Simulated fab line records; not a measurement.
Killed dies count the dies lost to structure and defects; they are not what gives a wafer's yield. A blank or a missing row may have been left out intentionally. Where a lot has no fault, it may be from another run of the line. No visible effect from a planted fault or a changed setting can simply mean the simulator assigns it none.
Chamber matching | flow nand harc | NHARC_A_CHANNEL_FILL_D1_ALD_25 on ald hk-03 has 4 sister chambers
The step deposits SiOx, target thk 60 nm, pulse time 10 s, ald cycles 600. 8 wafers are shown with their chamber, then 12 later ones without.

## EACH WAFER AND ITS CHAMBER
wafer  | chamber | heater power w (W) | precursor pulse height rel
L079.6 | 1       | 575                | 1.008
L082.1 | 2       | 489                | 0.996
L085.2 | 0       | 482                | 0.981
L085.3 | 1       | 585                | 0.973
L085.1 | 3       | 490                | 1.046
L090.1 | 0       | 469                | 1.019
L090.3 | 3       | 488                | 1.014
L090.5 | 2       | 490                | 0.991

## WAFERS MISSING THEIR CHAMBER
wafer  | heater power w (W) | precursor pulse height rel
L093.1 | 557                | 1.006
L093.2 | 519                | 1.006
L093.4 | 461                | 0.986
L093.3 | 499                | 0.994
L093.5 | 506                | 0.991
L093.6 | 571                | 0.974
L095.2 | 452                | 0.992
L095.3 | 514                | 1.001
L095.6 | 450                | 0.990
L096.2 | 458                | 0.996
L096.1 | 519                | 1.006
L096.6 | 471                | 0.963

## CHAMBER TAKEN BY EACH
wafer  | from the rows above     | in truth
L093.1 | 1                       | 1
L093.2 | can't be placed: 2 or 3 | 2
L093.4 | 0                       | 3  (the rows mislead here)
L093.3 | can't be placed: 2 or 3 | 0
L093.5 | can't be placed: 2 or 3 | 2
L093.6 | 1                       | 1
L095.2 | 0                       | 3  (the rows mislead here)
L095.3 | can't be placed: 2 or 3 | 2
L095.6 | 0                       | 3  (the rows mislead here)
L096.2 | 0                       | 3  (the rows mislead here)
L096.1 | can't be placed: 2 or 3 | 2
L096.6 | can't be placed: 0 or 2 | 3
Placed correctly: 2 of 12. Unplaceable from these rows: 6, with the true chamber sitting among the candidates in 4. Number placed wrongly: 4.
How it was worked out, from the rows above alone: a wafer's distance from a chamber is the root of the sum, over the readings, of the square of ((its reading less the chamber's mean) divided by the reading's scatter). If the next closest chamber is less than 2 further off than the closest, the wafer can't be placed; otherwise it belongs to the closest. For every chamber, the mean is computed from those of its wafers that are shown. The scatter: take each reading less its chamber's mean, square it, sum over the shown wafers, divide by the number of wafers less the number of chambers, and take the root.
